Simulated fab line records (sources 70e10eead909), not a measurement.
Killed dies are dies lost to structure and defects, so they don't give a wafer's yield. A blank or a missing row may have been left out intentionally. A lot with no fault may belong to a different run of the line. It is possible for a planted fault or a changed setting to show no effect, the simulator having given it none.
What tool caused it? + flow nandHarc + Sampling: 6 lots, 18 wafers, 5 of 1302 route steps

== WHAT THE GAUGES READ, wafer by wafer ==
NHARC_END_SORT_01.
| lot  | measured     | on        | killedAtPeriphery |
|------|--------------|-----------|-------------------|
| L970 | day 27 23:38 | prober-01 | 3 3 62            |
| L979 | day 31 23:52 | prober-01 | 9                 |
| L981 | day 32 18:35 | prober-01 | 9 4 8             |

== TOOL THAT RAN EACH LOT (tool first, then ch and the chambers of the sampled wafers, then the start) ==
| lot  | NHARC_P_BONDPAD_PVD_27      | NHARC_A_BONDPAD_DEGAS_25    | NHARC_THIN_TSV_CMP_01         | NHARC_THIN_TSV_PVD_19                  |
|------|-----------------------------|-----------------------------|-------------------------------|----------------------------------------|
| L965 | pvdSputter-02, day 7 19:29  | pvdSputter-03, day 25 04:34 | cmp-02 ch 0,1,3, day 25 17:59 | pvdSputter-02, no start                |
| L967 | pvdSputter-03, day 9 04:51  | pvdSputter-03, day 25 22:41 | cmp-01 ch 0,2, day 26 14:39   | pvdSputter-02, no start                |
| L970 | pvdSputter-01, day 10 02:59 | pvdSputter-01, day 26 20:11 | cmp-01 ch 0,3, day 27 08:47   | pvdSputter-03, day 27 23:38 or earlier |
| L979 | pvdSputter-01, day 13 01:29 | pvdSputter-03, day 30 10:17 | cmp-02 ch 1,2,3, day 31 01:33 | pvdSputter-01, day 31 23:52 or earlier |
| L981 | pvdSputter-01, day 14 06:20 | pvdSputter-02, day 31 07:03 | cmp-02 ch 0,2,3, day 32 01:14 | pvdSputter-03, day 32 18:35 or earlier |
| L984 | pvdSputter-01, day 15 20:40 | pvdSputter-01, day 32 00:45 | cmp-01 ch 0,1,3, day 32 15:01 | pvdSputter-02, no start                |
- NHARC_P_BONDPAD_PVD_27: deposits Cu, target thk 30 nm, time 20.49 s.
- NHARC_A_BONDPAD_DEGAS_25: time 60 s.
- NHARC_THIN_TSV_CMP_01: polishes.
- NHARC_THIN_TSV_PVD_19: deposits TaN, target thk 20 nm.

== THE ANSWER, worked out from the rows above alone ==
Rule: the usual values come from the lots themselves. Put in order of their means at a reading, lots are off if they are a third of the lots or fewer, leave a main group of 4 or more, and stand apart from it by a gap of 3 or more times the standard deviation of the main group's means; of several such gaps the widest counts. If all means in a main group match to the digits the tables above print for the reading, that group is not used. Also off: a lot with no number at a reading for which 4 or more lots have one. Any other lot the step has rows for is counted as sound.
Across all readings shown, no lot is off: no conclusion can be drawn from this.

== WHAT HAD BEEN PUT IN BY THE SIMULATOR ==
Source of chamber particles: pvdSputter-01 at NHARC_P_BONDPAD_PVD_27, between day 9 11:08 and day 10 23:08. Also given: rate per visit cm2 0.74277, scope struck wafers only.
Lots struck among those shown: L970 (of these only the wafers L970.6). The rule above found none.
